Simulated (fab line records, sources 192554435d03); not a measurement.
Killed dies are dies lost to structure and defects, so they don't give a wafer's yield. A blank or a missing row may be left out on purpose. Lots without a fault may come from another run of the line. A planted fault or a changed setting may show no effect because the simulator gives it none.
Split-lot experiment | flow n5_finfet | 7 lots, 21 wafers read, on a route of 1938 steps

THE SPLIT
At N5_BEOL_M0_CUTY_DESCUM_61 (chemistry O2, time 7.9 s), the setting time_s was moved away from the recipe's 7.9 s on 7 of the 21 wafers read, by -19.3% to +21.1%. The other wafers ran this setting at the recipe's value.

The file shows no step between the split and the reading.

THE READING
CAR-ArF-block_of_BEOL_M0_CUTY_COAT_51.thk_nm (the simulator's own value, which no gauge read), in nm, at N5_BEOL_M0_CUTY_ETCH_62 (etches SiARC in CF4, time 58.5 s). The file gives no usual value for it. The 14 wafers here that ran the recipe average 118.6 nm, standard deviation 0.48 nm.

wafer  | tool, chamber at the split | time_s as run, s | against the recipe | CAR-ArF-block_of_BEOL_M0_CUTY_COAT_51.thk_nm, nm | against lot-mates on the recipe
L076.1 | rie_diel-06, 2             | 7.9              | recipe             | 117.6                                            | -
L076.3 | rie_diel-06, 1             | 9.563            | +21.1%             | 116.6                                            | -1.0
L076.6 | rie_diel-06, 1             | 9.563            | +21.1%             | 116.8                                            | -0.8
L077.1 | rie_diel-04, 3,0           | 7.9              | recipe             | 118.4                                            | -
L077.2 | rie_diel-04, 3,0           | 7.9              | recipe             | 118.4                                            | -
L077.6 | rie_diel-04, 0             | 6.751            | -14.5%             | 119                                              | +0.6
L081.1 | rie_diel-05, 0,3,2         | 7.9              | recipe             | 118.2                                            | -
L081.2 | rie_diel-05, 0,3,2         | 7.9              | recipe             | 118                                              | -
L081.3 | rie_diel-05, 0,3,2         | 7.9              | recipe             | 118.4                                            | -
L084.2 | rie_diel-05, 0,1           | 7.9              | recipe             | 119                                              | -
L084.4 | rie_diel-05, 0,1           | 7.9              | recipe             | 119                                              | -
L084.6 | rie_diel-05, 0             | 8.531            | +8.0%              | 118.6                                            | -0.4
L085.1 | rie_diel-05, 2,0           | 9.536            | +20.7%             | 118.4                                            | -0.8
L085.2 | rie_diel-05, 2,0           | 9.536            | +20.7%             | 118.4                                            | -0.8
L085.5 | rie_diel-05, 0             | 7.9              | recipe             | 119.2                                            | -
L088.1 | rie_diel-06, 0,1,2         | 7.9              | recipe             | 119.2                                            | -
L088.5 | rie_diel-06, 0,1,2         | 7.9              | recipe             | 118.6                                            | -
L088.6 | rie_diel-06, 0,1,2         | 7.9              | recipe             | 119                                              | -
L094.1 | rie_diel-05, 1,3           | 7.9              | recipe             | 118.8                                            | -
L094.3 | rie_diel-05, 1,3           | 7.9              | recipe             | 119.2                                            | -
L094.6 | rie_diel-05, 2             | 6.374            | -19.3%             | 119.6                                            | +0.6
Where a row lists several chambers, the file gives one row for several wafers and doesn't say which wafer went through which chamber.

THE FIT
A straight line over all 21 wafers: CAR-ArF-block_of_BEOL_M0_CUTY_COAT_51.thk_nm changes by -0.0481 nm for each +1% of time_s; r = -0.67; the points scatter about the line by 0.58 nm.
The same after taking each lot's own level away (the mean of its wafers on the recipe; 21 wafers): -0.0391 nm for each +1%; r = -0.95; scatter 0.15 nm.
On that fit, the largest move of time_s shifts the reading by 0.82 nm.
The lots' own levels span 117.60 to 119.20 nm, that is 3.3 times the standard deviation above.
So the lot-to-lot level blurs the effect unless lot-mates are compared.
Check: with one of the wafers moved furthest among these (+21.1%) left out of the fit, the line predicts -0.8 nm for it against its lot-mates. It came out at -1 nm against them.

OTHER SPLITS ON THESE WAFERS
These wafers also went through other splits before the reading. Each is held against what the fit with the lots' levels taken away leaves over:
other split on the same wafers         | wafers away from the commonest value | r with CAR-ArF-block_of_BEOL_M0_CUTY_COAT_51.thk_nm (lot level and that fit taken away)
N5_MOL_CONTACT_COAG_COAT_77 spin_rpm   | 10                                   | -0.25
N5_MOL_CONTACT_COAG_ALD_133 ald_cycles | 5                                    | -0.30

THE FILE'S OWN FIT
CAR-ArF-block_of_BEOL_M0_CUTY_COAT_51.thk_nm changes by -0.0388 nm for each +1% of time_s, r = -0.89.
